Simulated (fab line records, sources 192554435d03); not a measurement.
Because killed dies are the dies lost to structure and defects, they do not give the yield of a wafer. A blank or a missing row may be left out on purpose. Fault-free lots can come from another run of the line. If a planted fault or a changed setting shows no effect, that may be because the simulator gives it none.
Matching of chambers | flow n5Finfet | N5_MOL_CONTACT_COAG_ETCH_90 on rieDiel-04: 4 sister chambers
The step etches SiARC in CF4, target depth 13 nm, time 21.7 s. 14 wafers are shown with their chamber, then 7 later ones without.

## WAFERS, EACH WITH ITS CHAMBER
wafer  | chamber | drypumpMotorCurrentA (A) | showerheadPlenumPTorr (Torr) | throttleValvePct (%)
L074.1 | 3       | 5.2                      | 2.08                         | 15.54
L074.3 | 0       | 6.0                      | 2.09                         | 15.39
L074.4 | 2       | 6.0                      | 2.14                         | 15.41
L077.3 | 1       | 5.8                      | 2.20                         | 15.84
L077.5 | 0       | 5.9                      | 2.09                         | 15.39
L077.6 | 3       | 5.2                      | 2.08                         | 15.56
L081.1 | 3       | 5.1                      | 2.07                         | 15.57
L081.2 | 2       | 6.0                      | 2.14                         | 15.43
L081.6 | 2       | 6.0                      | 2.14                         | 15.44
L084.1 | 1       | 5.8                      | 2.19                         | 15.88
L084.2 | 3       | 5.1                      | 2.07                         | 15.58
L084.5 | 0       | 5.9                      | 2.08                         | 15.43
L086.3 | 1       | 5.8                      | 2.19                         | 15.88
L086.4 | 2       | 6.0                      | 2.14                         | 15.46

SIGNATURES, as means of the wafers listed above
reading               | chamber 0 | chamber 1 | chamber 2 | chamber 3 | scatter within a chamber
drypumpMotorCurrentA  | 5.933     | 5.800     | 6.000     | 5.150     | 0.0408
showerheadPlenumPTorr | 2.0867    | 2.1933    | 2.1400    | 2.0750    | 0.00483
throttleValvePct      | 15.4033   | 15.8667   | 15.4350   | 15.5625   | 0.0208
Rule: distance of a wafer from a chamber = root of the sum over the readings of ((wafer's reading minus chamber's mean) / reading's scatter) squared. The wafer belongs to the nearest chamber; if the next one is less than 2 further off, it can't be placed. How the scatter is found: for the shown wafers, subtract from each reading the mean of its chamber, square and add these, divide the total by (wafers less chambers), then take the root.

## WAFERS WITH NO CHAMBER GIVEN
wafer  | drypumpMotorCurrentA (A) | showerheadPlenumPTorr (Torr) | throttleValvePct (%)
L086.6 | 5.9                      | 2.08                         | 15.42
L089.1 | 6.0                      | 2.13                         | 15.46
L089.3 | 5.9                      | 2.19                         | 15.90
L089.6 | 6.0                      | 2.13                         | 15.45
L092.2 | 5.1                      | 2.07                         | 15.59
L092.3 | 6.0                      | 2.13                         | 15.49
L092.5 | 5.1                      | 2.07                         | 15.62

## EACH ONE'S CHAMBER
wafer  | from the rows above | in truth
L086.6 | 0                   | 0
L089.1 | 2                   | 2
L089.3 | 1                   | 1
L089.6 | 2                   | 2
L092.2 | 3                   | 3
L092.3 | 2                   | 2
L092.5 | 3                   | 3
Correct placement for 7 of the 7. Number that these rows cannot place: 0. 0 placed wrongly.
